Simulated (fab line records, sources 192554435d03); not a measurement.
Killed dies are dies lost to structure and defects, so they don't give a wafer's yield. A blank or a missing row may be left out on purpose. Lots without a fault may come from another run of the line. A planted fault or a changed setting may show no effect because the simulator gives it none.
Split-lot experiment | flow n5_finfet | 7 lots, 21 wafers read, on a route of 1938 steps

THE SPLIT
At N5_BEOL_M13_SPUTTER_44 (material Ta, target thk 10 nm, time 16.13 s), the setting power_w was moved away from the recipe's 15000 W on 10 of the 21 wafers read, by -14.4% to +7.3%. The other wafers ran this setting at the recipe's value.

The reading is taken at the split's own step.

THE READING
Ta_of_BEOL_M13_SPUTTER_44.thk_nm (the simulator's own value, which no gauge read), in nm, at N5_BEOL_M13_SPUTTER_44 (material Ta, target thk 10 nm, time 16.13 s). The file gives no usual value for it. The 11 wafers here that ran the recipe average 10.1 nm, standard deviation 0.13 nm.

wafer  | tool, chamber at the split | power_w as run, W | against the recipe | Ta_of_BEOL_M13_SPUTTER_44.thk_nm, nm | against lot-mates on the recipe
L075.1 | pvd_sputter-03, -          | 13420             | -10.5%             | 9.2                                  | no lot-mate on the recipe
L075.5 | pvd_sputter-03, -          | 13420             | -10.5%             | 9                                    | no lot-mate on the recipe
L075.6 | pvd_sputter-03, -          | 13420             | -10.5%             | 9                                    | no lot-mate on the recipe
L079.2 | pvd_sputter-03, -          | 16090             | +7.3%              | 10.8                                 | +0.8
L079.4 | pvd_sputter-03, -          | 15000             | recipe             | 10                                   | -
L079.6 | pvd_sputter-03, -          | 15000             | recipe             | 10                                   | -
L078.3 | pvd_sputter-01, -          | 13730             | -8.5%              | 9.2                                  | -1.0
L078.5 | pvd_sputter-01, -          | 15000             | recipe             | 10.2                                 | -
L078.6 | pvd_sputter-01, -          | 13730             | -8.5%              | 9.4                                  | -0.8
L085.1 | pvd_sputter-01, -          | 16000             | +6.7%              | 10.8                                 | +0.6
L085.3 | pvd_sputter-01, -          | 16000             | +6.7%              | 10.8                                 | +0.6
L085.2 | pvd_sputter-01, -          | 15000             | recipe             | 10.2                                 | -
L091.3 | pvd_sputter-03, -          | 15000             | recipe             | 10.2                                 | -
L091.4 | pvd_sputter-03, -          | 15000             | recipe             | 10.4                                 | -
L091.5 | pvd_sputter-03, -          | 13280             | -11.5%             | 9                                    | -1.3
L093.3 | pvd_sputter-02, -          | 12840             | -14.4%             | 8.4                                  | -1.6
L093.4 | pvd_sputter-02, -          | 15000             | recipe             | 10                                   | -
L093.5 | pvd_sputter-02, -          | 15000             | recipe             | 10                                   | -
L092.2 | pvd_sputter-03, -          | 15000             | recipe             | 10                                   | -
L092.5 | pvd_sputter-03, -          | 15000             | recipe             | 10                                   | -
L092.3 | pvd_sputter-03, -          | 15000             | recipe             | 10.2                                 | -

THE FIT
A straight line over all 21 wafers: Ta_of_BEOL_M13_SPUTTER_44.thk_nm changes by +0.103 nm for each +1% of power_w; r = +0.98; the points scatter about the line by 0.13 nm.
The same after taking each lot's own level away (the mean of its wafers on the recipe; 18 wafers): +0.107 nm for each +1%; r = +0.99; scatter 0.077 nm.
On that fit, the largest move of power_w shifts the reading by 1.5 nm.
The lots' own levels span 10.00 to 10.30 nm, that is 2.3 times the standard deviation above.
So the lot-to-lot level changes the slope little: the two slopes agree.
Check: with one of the wafers moved furthest among these (-14.4%) left out of the fit, the line predicts -1.53 nm for it against its lot-mates. It came out at -1.6 nm against them.

OTHER SPLITS ON THESE WAFERS
These wafers also went through other splits before the reading. Each is held against what the fit with the lots' levels taken away leaves over:
other split on the same wafers | wafers away from the commonest value | r with Ta_of_BEOL_M13_SPUTTER_44.thk_nm (lot level and that fit taken away)
N5_BEOL_M13_SPUTTER_43 time_s  | 3                                    | +0.36

THE FILE'S OWN FIT
Ta_of_BEOL_M13_SPUTTER_44.thk_nm changes by +0.109 nm for each +1% of power_w, r = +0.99.
